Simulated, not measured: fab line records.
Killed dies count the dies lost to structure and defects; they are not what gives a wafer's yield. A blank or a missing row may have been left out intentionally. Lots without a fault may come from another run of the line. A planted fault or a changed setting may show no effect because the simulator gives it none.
Matching of chambers / flow n5_finfet / 4 sister chambers for N5_BEOL_M11_ETCH_62 on rie_diel-05
The step etches SOC in N2/H2, target depth 110 nm, overetch 22 nm, time 165 s. 8 wafers are shown with their chamber, then 8 later ones without.

## EACH WAFER AND ITS CHAMBER
wafer=L077.1; chamber=1; showerhead_plenum_p_Torr (Torr)=2.58; drypump_motor_current_A (A)=6.2
wafer=L086.2; chamber=0; showerhead_plenum_p_Torr (Torr)=2.62; drypump_motor_current_A (A)=5.0
wafer=L086.3; chamber=1; showerhead_plenum_p_Torr (Torr)=2.57; drypump_motor_current_A (A)=6.2
wafer=L088.1; chamber=3; showerhead_plenum_p_Torr (Torr)=2.40; drypump_motor_current_A (A)=5.4
wafer=L088.5; chamber=0; showerhead_plenum_p_Torr (Torr)=2.61; drypump_motor_current_A (A)=5.0
wafer=L093.4; chamber=3; showerhead_plenum_p_Torr (Torr)=2.40; drypump_motor_current_A (A)=5.4
wafer=L093.6; chamber=2; showerhead_plenum_p_Torr (Torr)=2.41; drypump_motor_current_A (A)=5.7
wafer=L076.2; chamber=2; showerhead_plenum_p_Torr (Torr)=2.41; drypump_motor_current_A (A)=5.6

## WAFERS MISSING THEIR CHAMBER
wafer=L076.3; showerhead_plenum_p_Torr (Torr)=2.56; drypump_motor_current_A (A)=6.2
wafer=L076.5; showerhead_plenum_p_Torr (Torr)=2.41; drypump_motor_current_A (A)=5.7
wafer=L095.1; showerhead_plenum_p_Torr (Torr)=2.56; drypump_motor_current_A (A)=6.2
wafer=L095.3; showerhead_plenum_p_Torr (Torr)=2.61; drypump_motor_current_A (A)=5.0
wafer=L095.6; showerhead_plenum_p_Torr (Torr)=2.56; drypump_motor_current_A (A)=6.2
wafer=L097.1; showerhead_plenum_p_Torr (Torr)=2.56; drypump_motor_current_A (A)=6.2
wafer=L097.3; showerhead_plenum_p_Torr (Torr)=2.40; drypump_motor_current_A (A)=5.7
wafer=L097.6; showerhead_plenum_p_Torr (Torr)=2.56; drypump_motor_current_A (A)=6.2

## WHICH CHAMBER EACH ONE RAN IN
wafer=L076.3; from the rows above=1; in truth=1
wafer=L076.5; from the rows above=2; in truth=2
wafer=L095.1; from the rows above=1; in truth=1
wafer=L095.3; from the rows above=0; in truth=0
wafer=L095.6; from the rows above=1; in truth=1
wafer=L097.1; from the rows above=1; in truth=1
wafer=L097.3; from the rows above=2; in truth=2
wafer=L097.6; from the rows above=1; in truth=1
Placed correctly: 8 of 8. Number that these rows cannot place: 0. Wrongly placed: 0.
How it was worked out, from the rows above alone: a wafer's distance from a chamber is the root of the sum, over the readings, of the square of ((its reading less the chamber's mean) divided by the reading's scatter). If the next closest chamber is less than 2 further off than the closest, the wafer can't be placed; otherwise it belongs to the closest. A chamber's mean is the mean of its shown wafers. How the scatter is found: for the shown wafers, subtract from each reading the mean of its chamber, square and add these, divide the total by (wafers less chambers), then take the root.
